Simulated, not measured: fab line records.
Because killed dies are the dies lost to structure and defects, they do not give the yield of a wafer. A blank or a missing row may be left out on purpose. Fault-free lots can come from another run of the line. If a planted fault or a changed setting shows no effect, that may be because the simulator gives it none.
Which tool is to blame? + flow nand harc + 42 wafers from 14 lots sampled at 5 of the route's 1159 steps

## WHAT THE GAUGES SHOWED, per wafer
NHARC_A_ONON_D1_THK_MEAS_18: measures by ellipsometry. Usual: thk nm at 996 nm, with a standard deviation of 8.4.
| lot  | measured     | on            | thk nm (nm)    | flag |
|------|--------------|---------------|----------------|------|
| L936 | day 7 11:27  | film metro-02 | 996 997 998    |      |
| L938 | day 8 00:12  | film metro-02 | 992 990 990    |      |
| L937 | day 8 00:13  | film metro-01 | 1014 1013 1012 |      |
| L939 | day 8 17:56  | film metro-01 | 1003 1003 1003 |      |
| L940 | day 8 17:57  | film metro-02 | 1000 998 1000  |      |
| L941 | day 9 06:08  | film metro-01 | 1006 1006 1006 |      |
| L942 | day 9 12:11  | film metro-01 | 989 989 991    |      |
| L950 | day 11 04:52 | film metro-01 | 1006 1006 1005 |      |
| L947 | day 11 09:45 | film metro-02 | 990 993 991    |      |
| L951 | day 11 14:46 | film metro-01 | 988 989 988    |      |
| L954 | day 12 06:25 | film metro-01 | 993 993 993    |      |
| L952 | day 12 06:25 | film metro-02 | 1006 1007 1007 |      |
| L955 | day 12 11:02 | film metro-02 | 996 996 995    |      |
| L958 | day 13 05:57 | film metro-01 | 987 990 987    |      |

NHARC_A_ONON_D1_THK_MEAS_24: measures by ellipsometry. Usual: thk nm at 1003 nm, with a standard deviation of 10.
| lot  | measured     | on            | thk nm (nm)    | flag |
|------|--------------|---------------|----------------|------|
| L936 | day 7 12:51  | film metro-01 | 983 981 983    |      |
| L938 | day 8 01:19  | film metro-02 | 1002 1002 1003 |      |
| L937 | day 8 01:21  | film metro-01 | 1019 1016 1018 |      |
| L939 | day 8 19:05  | film metro-01 | 1000 1004 1003 |      |
| L940 | day 8 19:05  | film metro-02 | 1010 1008 1007 |      |
| L941 | day 9 07:16  | film metro-02 | 1008 1009 1008 |      |
| L942 | day 9 13:19  | film metro-01 | 1006 1003 1005 |      |
| L950 | day 11 06:17 | film metro-02 | 1002 1004 999  |      |
| L947 | day 11 10:53 | film metro-01 | 1002 1002 1002 |      |
| L951 | day 11 15:56 | film metro-01 | 987 989 988    |      |
| L954 | day 12 07:34 | film metro-02 | 1004 1004 1004 |      |
| L952 | day 12 07:34 | film metro-01 | 983 984 983    |      |
| L955 | day 12 12:10 | film metro-02 | 992 991 994    |      |
| L958 | day 13 07:05 | film metro-02 | 1000 999 997   |      |

NHARC_END_SORT_01. Usual: killed at array 27, standard deviation 11; killed at other 0.6, standard deviation 0.89; killed at periphery 3.0, standard deviation 2.4; killed dies 31, standard deviation 12; killed open 3.2, standard deviation 1.6; killed short 2.0, standard deviation 1.5.
| lot  | measured     | on        | killed at array | killed at other | killed at periphery | killed dies | killed open | killed short | flag |
|------|--------------|-----------|-----------------|-----------------|---------------------|-------------|-------------|--------------|------|
| L951 | day 22 15:20 | prober-02 | 30 22           | 0 1             | 0 3                 | 30 26       | 5 2         | 1 4          |      |

## EACH LOT AND THE TOOL THAT RAN IT (in order: tool; ch and the chambers of the sampled wafers; start)
| lot  | NHARC_A_CHANNEL_HOLE_D1_SOFTBAKE_05 | NHARC_A_CHANNEL_HOLE_D1_ETCH_21  |
|------|-------------------------------------|----------------------------------|
| L936 | litho track-01 ch 0, day 7 18:00    | har etch-01 ch 0,1, day 8 03:27  |
| L938 | litho track-01 ch 0, day 8 05:00    | har etch-02 ch 0,1, day 8 07:30  |
| L937 | litho track-01 ch 0, day 8 06:00    | har etch-01 ch 0,1, day 8 08:25  |
| L939 | litho track-06 ch 0, day 8 23:00    | har etch-02 ch 0,1, day 9 02:01  |
| L940 | litho track-01 ch 0, day 8 23:00    | har etch-01 ch 0,1, day 9 02:09  |
| L941 | litho track-04 ch 0, day 9 11:00    | har etch-02 ch 0,1, day 9 13:42  |
| L942 | litho track-01 ch 0, day 9 17:00    | har etch-02 ch 1, day 9 19:39    |
| L950 | litho track-04 ch 0, day 11 10:00   | har etch-02 ch 0,1, day 11 12:56 |
| L947 | litho track-04 ch 0, day 11 14:00   | har etch-02 ch 0,1, day 11 20:32 |
| L951 | litho track-01 ch 0, day 11 20:00   | har etch-01 ch 0,1, day 11 22:41 |
| L954 | litho track-06 ch 0, day 12 13:00   | har etch-02 ch 0,1, day 12 18:26 |
| L952 | litho track-06 ch 0, day 12 12:00   | har etch-01 ch 0,1, day 12 15:06 |
| L955 | litho track-06 ch 0, day 12 16:00   | har etch-01 ch 1, day 12 19:14   |
| L958 | litho track-01 ch 0, day 13 13:00   | har etch-02 ch 0,1, day 13 15:55 |
- NHARC_A_CHANNEL_HOLE_D1_SOFTBAKE_05: time 55 s.
- NHARC_A_CHANNEL_HOLE_D1_ETCH_21: etches the open film in C4F8/O2/Ar, time 514.3 s, target depth 1600 nm.

## AS READ BY THE TOOLS THEMSELVES (means over the sampled wafers that have a number; for cases with no such wafer, the mark the record gives instead)
NHARC_A_CHANNEL_HOLE_D1_SOFTBAKE_05. Usual: exhaust pa 44.9 Pa, standard deviation 0.79; heater power total W 188.45 W, standard deviation 0.14; plate temp C 105.00 C, standard deviation 0.13.
| lot  | tool           | exhaust pa (Pa) | heater power total W (W) | plate temp C (C) | flag |
|------|----------------|-----------------|--------------------------|------------------|------|
| L936 | litho track-01 | 43.5            | 188.53                   | 105.06           |      |
| L938 | litho track-01 | 45.1            | 188.48                   | 105.06           |      |
| L937 | litho track-01 | 45.3            | 188.55                   | 104.81           |      |
| L939 | litho track-06 | 44.5            | 188.43                   | 104.91           |      |
| L940 | litho track-01 | 44.9            | 188.41                   | 105.03           |      |
| L941 | litho track-04 | 44.2            | 188.35                   | 104.91           |      |
| L942 | litho track-01 | 45.0            | 188.41                   | 104.99           |      |
| L950 | litho track-04 | 44.7            | 194.30                   | 107.47           | OFF  |
| L947 | litho track-04 | 45.1            | 194.29                   | 107.47           | OFF  |
| L951 | litho track-01 | 45.5            | 188.49                   | 105.10           |      |
| L954 | litho track-06 | 44.9            | 188.55                   | 105.01           |      |
| L952 | litho track-06 | 45.8            | 188.43                   | 104.86           |      |
| L955 | litho track-06 | 44.7            | 188.38                   | 104.95           |      |
| L958 | litho track-01 | 44.5            | 188.64                   | 104.88           |      |

NHARC_A_CHANNEL_HOLE_D1_ETCH_21. Usual: drypump motor current A 5.8 A, standard deviation 0.64; showerhead plenum p Torr 3.75 Torr, standard deviation 0.084; throttle valve pct 32.156 %, standard deviation 0.0099.
| lot  | tool        | drypump motor current A (A) | showerhead plenum p Torr (Torr) | throttle valve pct (%) | flag |
|------|-------------|-----------------------------|---------------------------------|------------------------|------|
| L936 | har etch-01 | 6.4                         | 3.75                            | 32.150                 |      |
| L938 | har etch-02 | 5.4                         | 3.81                            | 32.155                 |      |
| L937 | har etch-01 | 6.3                         | 3.75                            | 32.142                 |      |
| L939 | har etch-02 | 5.4                         | 3.81                            | 32.150                 |      |
| L940 | har etch-01 | 6.3                         | 3.74                            | 32.154                 |      |
| L941 | har etch-02 | 5.4                         | 3.81                            | 32.153                 |      |
| L942 | har etch-02 | 5.5                         | 3.77                            | 32.164                 |      |
| L950 | har etch-02 | 5.2                         | 3.83                            | 32.157                 |      |
| L947 | har etch-02 | 5.2                         | 3.82                            | 32.166                 |      |
| L951 | har etch-01 | 5.9                         | 3.67                            | 32.170                 |      |
| L954 | har etch-02 | 5.4                         | 3.79                            | 32.152                 |      |
| L952 | har etch-01 | 5.9                         | 3.67                            | 32.146                 |      |
| L955 | har etch-01 | 5.5                         | 3.62                            | 32.166                 |      |
| L958 | har etch-02 | 5.4                         | 3.78                            | 32.157                 |      |

## THE ANSWER, worked out from the rows above alone
Rule: take the mean of a lot's wafers that have a number; if it is more than 3 standard deviations from the usual mean, the lot is off. Also off: a lot with no number at a reading for which 4 or more lots have one. Any other lot the step has rows for is counted as sound. After the gauges, taken in route order, come the tools' own readings; for these a lot's mean is taken, as printed above. At the first step where some lot is off, the reading lying furthest off is the one used; lots without a number count as furthest.
Off: L950, L947 (NHARC_A_CHANNEL_HOLE_D1_SOFTBAKE_05, heater power total W).
A tool fits if, at that step or a process step before it, it ran every lot that is off, and no sound lot after the first of them. One fits: NHARC_A_CHANNEL_HOLE_D1_SOFTBAKE_05 on litho track-04. Its last sound lot is L941 (day 9 11:00), its first lot that is off L950 (day 11 10:00): a fault that began between those two fits.
The tool's own readings at NHARC_A_CHANNEL_HOLE_D1_SOFTBAKE_05 bear it out: on the lots that are off they differ by more than 5 times the standard deviation of the sound lots' means. heater power total W reads 194.30 W there against 188.47 W on the sound lots; plate temp C reads 107.47 C there against 104.96 C on the sound lots.

## WHAT THE SIMULATOR HAD INSERTED
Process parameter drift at NHARC_A_CHANNEL_HOLE_D1_SOFTBAKE_05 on litho track-04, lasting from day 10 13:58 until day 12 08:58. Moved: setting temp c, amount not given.
Struck lots among those shown: L950, L947. The rule given above showed the same thing.
